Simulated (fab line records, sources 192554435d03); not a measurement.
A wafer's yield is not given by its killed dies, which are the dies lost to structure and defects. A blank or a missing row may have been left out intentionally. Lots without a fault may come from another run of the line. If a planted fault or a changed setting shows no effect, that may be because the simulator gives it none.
Chamber matching | flow n5Finfet | 4 sister chambers for N5_HKMG_FIN_ETCH_67 on rieDiel-04
The step etches SOC in N2/H2, stops on TiN, target depth 388.9 nm. 4 wafers are shown with their chamber, then 10 later ones without.

EACH WAFER AND ITS CHAMBER
wafer  | chamber | drypumpMotorCurrentA (A)
L086.3 | 2       | 5.9
L086.5 | 0       | 5.3
L089.1 | 3       | 5.6
L089.4 | 1       | 5.6

WAFERS WITH NO CHAMBER GIVEN
wafer  | drypumpMotorCurrentA (A)
L089.5 | 5.6
L093.3 | 6.0
L093.5 | 6.0
L093.6 | 5.6
L097.3 | 5.6
L097.5 | 5.6
L097.6 | 5.3
L091.3 | 5.3
L091.4 | 6.0
L091.5 | 6.0

THE CHAMBER EACH PASSED THROUGH
wafer  | from the rows above     | in truth
L089.5 | can't be placed: 1 or 3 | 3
L093.3 | 2                       | 2
L093.5 | 2                       | 2
L093.6 | can't be placed: 1 or 3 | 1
L097.3 | can't be placed: 1 or 3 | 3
L097.5 | can't be placed: 1 or 3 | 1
L097.6 | 0                       | 0
L091.3 | 0                       | 0
L091.4 | 2                       | 2
L091.5 | 2                       | 2
Correct placement for 6 of the 10. These rows do not allow placing 4 (true chamber among the candidates in 4). Placed wrongly: 0.
How it was worked out, from the rows above alone: a wafer's distance from a chamber is the root of the sum, over the readings, of the square of ((its reading less the chamber's mean) divided by the reading's scatter). If the next closest chamber is less than 2 further off than the closest, the wafer can't be placed; otherwise it belongs to the closest. Each chamber's mean is taken over the wafers shown for it. The scatter: with one shown wafer a chamber, the root of the mean of the squares of how far each hidden wafer lies from its nearest shown one.
